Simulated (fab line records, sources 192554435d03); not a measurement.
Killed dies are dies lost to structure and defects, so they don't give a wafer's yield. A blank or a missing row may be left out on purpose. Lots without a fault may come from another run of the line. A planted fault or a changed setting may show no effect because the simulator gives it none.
fab line records | flow n5_finfet | part 2 of 2: steps 20 to 29 of 29
record lots=5 wafers=15 last_day=19
route steps=1938 shown BEOL_M6@1232
lots that met no fault: from a run of the same line without faults
start_h: hours from the record's first day to the start of the lot's first wafer shown | wait_h: hours since the lot's step before | " the same as in the row above | L1.1+2: a row that stands for several wafers | - no value, or no start given | * or withheld: withheld | < > ~ a bound
route shown NAME@n: a module of which the file shows steps, and the number in the route of the first | usual: mean/standard deviation of fault-free wafers | same: alike in all rows | chamber/n: place in a boat | sites: the reading at each site | _std_site: their standard deviation | _edge_site: outer sites' mean less inner sites' | radius_mm: how far each site lies from the wafer's centre | mask NAME#n: copy n | behind: the tool/chamber that last shaped the wafer | hold: why the lot was held/for how many hours/how that ended | device: the transistor (n, p or np) that didn't switch | end of line: the same wafers' tests at the end of the route | a step without rows: its recipe alone | killed: dies lost to structure and defects at the first sort, not the wafer's yield | map: a wafer's dies, x killed, . not, _ none there
set.NAME: the setting as run; set.NAME@STEP: as run at that earlier step | model.NAME: the simulator's own value behind a step, which no gauge read
lots at some steps of the route; a table a step, a row a wafer
services: from which hour (start_h, from the record's first day; less than 0 if before it) a tool's chamber was out of use, for how many hours, and why
## steps
# step N5_BEOL_M6_ALD_77
# recipe material=TaN target_thk_a=20 temp_c=275 ald_precursor_family=PDMAT ald_co_reactant=NH3 pressure_torr=3 carrier_flow_sccm=1500 pulse_time_s=2 purge_time_s=3 co_reactant_purge_time_s=2 co_reactant_pulse_time_s=3 ald_cycles=40 precursor_vessel_temp_c=75 precursor_vessel_pressure_torr=26.25 precursor_vessel_carrier_sccm=1000
# usual heater_power_w=415/38 precursor_vessel_temp_c=75.01/0.13
# columns lot.wafer tool chamber start_h wait_h heater_power_w precursor_vessel_temp_c
L074.1 ald_metal-04 1 198.25 0.1 457 75.15
L074.4 " 2 " " 509 74.88
L074.6 " 1 " " 453 75.07
L076.3 ald_metal-02 3 212.49 0.1 350 75.17
L076.4 " 2 " " 406 75.10
L076.5 " 1 " " 450 75.28
L082.1 ald_metal-03 3 250.93 0.0 437 75.08
L082.3 " 1 " " 401 75.06
L082.6 " 3 " " 446 75.05
L087.1 ald_metal-02 0 279.49 0.0 405 74.97
L087.2 " 3 " " 365 74.79
L087.5 " 3 " " 360 74.84
L092.2 ald_metal-02 1 313.24 0.1 452 74.96
L092.5 " 3 " " 372 75.18
L092.6 " 0 " " 406 74.96
# step N5_BEOL_M6_SURFACE_TREAT_79
# recipe gas=Ar time_s=* ion_energy_ev=* ion_current_ma_cm2=0.5 pressure_mtorr=* ar_flow_sccm=30
# usual throttle_valve_pct=*
# same time_s=*
# columns lot.wafer tool chamber start_h wait_h throttle_valve_pct
L074.1 pvd_sputter-02 - 198.69 0.3 *
L074.4 " - " " *
L074.6 " - " " *
L076.3 pvd_sputter-02 - 212.85 0.2 *
L076.4 " - " " *
L076.5 " - " " *
L082.1 pvd_sputter-03 - 251.27 0.2 *
L082.3 " - " " *
L082.6 " - " " *
L087.1 pvd_sputter-02 - 279.89 0.3 *
L087.2 " - " " *
L087.5 " - " " *
L092.2 pvd_sputter-02 - 313.68 0.3 *
L092.5 " - " " *
L092.6 " - " " *
# step N5_BEOL_M6_CVD_78
# recipe material=Co target_thk_a=20 temp_c=withheld precursor=CCTBA/H2 pressure_torr=30 time_s=142.3
# same time_s=142.3
# columns lot.wafer tool chamber start_h wait_h
L074.1+4+6 cvd_co-02 2,0,1 198.75 0.0
L076.3+4+5 cvd_co-01 1,0,2 212.91 0.0
L082.1+3+6 cvd_co-01 2,1,2 251.47 0.2
L087.1+2+5 cvd_co-02 0,1,2 279.95 0.0
L092.2+5+6 cvd_co-01 2,1,2 313.75 0.0
# step N5_BEOL_M6_SPUTTER_48
# recipe material=Cu target_thk_a=100 temp_c=-20 bias_v=60 power_w=26000 chamber_pressure_pa=0.13 time_s=1.667
# usual throttle_valve_pct=30.1/0.94
# same time_s=1.667
# columns lot.wafer tool chamber start_h wait_h throttle_valve_pct
L074.1 pvd_sputter-01 - 198.86 0.1 28.4
L074.4 " - " " 31.0
L074.6 " - " " 28.4
L076.3 pvd_sputter-03 - 213.03 0.1 30.1
L076.4 " - " " 30.7
L076.5 " - " " 31.1
L082.1 pvd_sputter-02 - 251.61 0.1 30.5
L082.3 " - " " 29.9
L082.6 " - " " 31.1
L087.1 pvd_sputter-01 - 280.07 0.1 30.2
L087.2 " - " " 30.5
L087.5 " - " " 30.1
L092.2 pvd_sputter-02 - 313.90 0.1 29.9
L092.5 " - " " 31.2
L092.6 " - " " 28.0
# step N5_BEOL_M6_ECD_50
# recipe material=Cu target_thk_a=3000
# columns lot.wafer tool chamber start_h wait_h
L074.1+4+6 ecd_cu-01 0,1,1 198.98 0.1
L076.3+4+5 ecd_cu-01 0,1,1 213.17 0.1
L082.1+3+6 ecd_cu-02 1,0,0 251.73 0.1
L087.1+2+5 ecd_cu-02 0,1,1 280.19 0.1
L092.2+5+6 ecd_cu-01 1,0,1 314.02 0.1
# step N5_BEOL_M6_ANNEAL_51
# recipe temp_c=225 time_s=90 ambient=N2
# usual wafer_temp_C_max=225.80/0.23
# same time_s=90
# columns lot.wafer tool chamber start_h wait_h wafer_temp_C_max
L074.1 rtp_anneal-02 0 199.75 0.8 225.83
L074.4 " 0 " " 225.77
L074.6 " 0 " " 225.87
L076.3 rtp_anneal-01 0 213.83 0.6 225.53
L076.4 " 0 " " 225.73
L076.5 " 0 " " 225.82
L082.1 rtp_anneal-01 0 252.24 0.5 225.71
L082.3 " 0 " " 225.97
L082.6 " 0 " " 225.57
L087.1 rtp_anneal-02 0 280.45 0.2 226.06
L087.2 " 0 " " 225.45
L087.5 " 0 " " 225.70
L092.2 rtp_anneal-02 0 314.77 0.7 225.83
L092.5 " 0 " " 225.95
L092.6 " 0 " " 225.84
# step N5_BEOL_M6_CMP_52
# recipe stop_on=SiCOH_lowk t_overpolish_s=6.9 down_force_psi=1 platen_rpm=50 clearing_platen_down_force_psi=1.5 clearing_platen_rpm=50 post_cmp_clean=cu_alkaline target_thk_nm=80 clearing_platen_pad_velocity_m_s=0.99484 pad_velocity_m_s=0.99484
# usual barrier_field_endpoint_s=28.9/0.87 head_pressure_psi=1.0001/0.0023 motor_current_A=6.2/0.61 overpolish_run_s=6.901/0.0088 slurry_filter_dp_kPa=13.51/0.14 time_to_endpoint_s=63/4
# columns lot.wafer tool chamber start_h wait_h barrier_field_endpoint_s head_pressure_psi motor_current_A overpolish_run_s slurry_filter_dp_kPa time_to_endpoint_s
L074.4 cmp-03 3 200.19 0.3 30.0 1.0006 7.1 6.909 13.58 64
L074.1 " 1 " " 26.9 1.0009 5.5 6.911 13.67 52
L074.6 " 3 " " 30.7 1.0026 7.1 6.902 13.46 66
L076.3 cmp-03 3 214.23 0.3 29.3 1.0008 6.8 6.907 13.72 64
L076.4 " 2 " " 28.6 0.9991 6.1 6.906 13.54 64
L076.5 " 0 " " 28.2 0.9984 5.3 6.911 13.53 62
L082.3 cmp-02 2 252.63 0.3 28.5 1.0013 6.4 6.908 13.69 62
L082.1 " 3 " " 28.9 0.9981 6.7 6.892 13.44 61
L082.6 " 0 " " 29.3 1.0015 6.3 6.903 13.55 63
L087.1 cmp-02 3 280.82 0.3 28.0 1.0015 6.4 6.901 13.39 60
L087.2 " 0 " " 29.0 0.9988 6.5 6.896 13.47 62
L087.5 " 2 " " 29.1 1.0023 6.7 6.907 13.27 64
L092.2 cmp-02 3 315.14 0.3 29.4 1.0003 6.5 6.914 13.45 61
L092.6 " 0 " " 29.5 0.9992 6.1 6.933 13.50 65
L092.5 " 1 " " 29.9 1.0005 5.6 6.911 13.34 63
# step N5_BEOL_M6_THK_MEAS_53
# recipe thk_meas_gauge=xrf reads=Cu_of_BEOL_M6_ECD_50
# usual M6_THK=80.1/2.8
# columns lot.wafer tool chamber start_h wait_h M6_THK[nm]
L074.1 film_metro-01 - 200.45 - 76.7
L074.4 " - " " 82.1
L074.6 " - " " 81.8
L076.3 film_metro-01 - 214.52 - 78.6
L076.4 " - " " 81.8
L076.5 " - " " 77.2
L082.1 film_metro-01 - 252.86 0.1 80.7
L082.3 " - " " 81.5
L082.6 " - " " 79.2
L087.1 film_metro-01 - 281.04 - 85.1
L087.2 " - " " 82.0
L087.5 " - " " 82.3
L092.2 film_metro-01 - 315.32 - 79.9
L092.5 " - " " 87.0
L092.6 " - " " 83.5
# step N5_BEOL_M6_PRE_CLEAN_55
# recipe gas=NH3 time_s=15 temp_c=withheld rf_power_w=300
# same time_s=15
# columns lot.wafer tool chamber start_h wait_h
L074.1+4+6 pecvd-03 0,2,0 200.49 0.0
L076.3+4+5 pecvd-03 0,0,2 214.56 0.0
L082.1+3+6 pecvd-04 0,2,0 252.90 0.0
L087.1+2+5 pecvd-04 1,2,2 281.08 0.0
L092.2+5+6 pecvd-03 2,0,1 315.36 0.0
# step N5_BEOL_M6_DEP_56
# recipe material=SiCN target_thk_a=100 temp_c=withheld precursor=3MS/NH3 pressure_torr=3 rf_w=202 time_s=17.5
# usual showerhead_plenum_p_Torr=3.658/0.014 throttle_valve_pct=9.1/0.69
# same time_s=17.5
# columns lot.wafer tool chamber start_h wait_h showerhead_plenum_p_Torr throttle_valve_pct
L074.1 pecvd-03 0 200.51 0.0 3.660 9.6
L074.4 " 2 " " 3.669 8.1
L074.6 " 0 " " 3.665 9.4
L076.3 pecvd-03 0 214.59 0.0 3.659 9.7
L076.4 " 0 " " 3.668 9.7
L076.5 " 2 " " 3.666 8.3
L082.1 pecvd-04 0 252.92 0.0 3.628 9.2
L082.3 " 2 " " 3.630 7.8
L082.6 " 0 " " 3.638 9.5
L087.1 pecvd-04 1 281.10 0.0 3.661 9.8
L087.2 " 2 " " 3.648 7.9
L087.5 " 2 " " 3.648 8.0
L092.2 pecvd-03 2 315.38 0.0 3.680 8.3
L092.5 " 0 " " 3.672 9.8
L092.6 " 1 " " 3.664 9.8
## services
# columns tool chamber start_h hours kind
uv_cure-02 - 173.28 1.0 pm
pvd_sputter-02 - 177.90 0.7 repair
rie_diel-02 2 180.71 1.5 repair
rie_diel-02 3 182.82 5.4 repair
cmp-02 - 194.72 1.6 repair
rie_diel-01 - 205.96 2.7 repair
ecd_cu-01 - 210.35 0.3 repair
cmp-02 - 211.88 4.0 pm
rie_diel-04 1 218.53 47.5 repair
wet_bench-04 - 243.70 4.4 pm
cvd_co-01 - 243.87 2.8 pm
ecd_cu-01 - 245.37 6.1 repair
cmp-02 - 248.49 1.5 repair
rie_diel-02 2 251.79 2.0 repair
ald_metal-02 3 253.62 16.2 repair
rie_diel-02 0 254.07 3.1 repair
rtp_anneal-02 - 257.23 5.3 pm
ald_metal-02 - 261.33 0.9 repair
cvd_co-01 - 263.04 0.3 repair
cmp-02 - 265.06 3.1 repair
cvd_co-01 2 267.80 8.3 repair
pecvd-04 - 292.23 3.4 repair
rie_diel-04 1 304.65 10.7 repair
wet_bench-05 - 309.59 0.6 repair
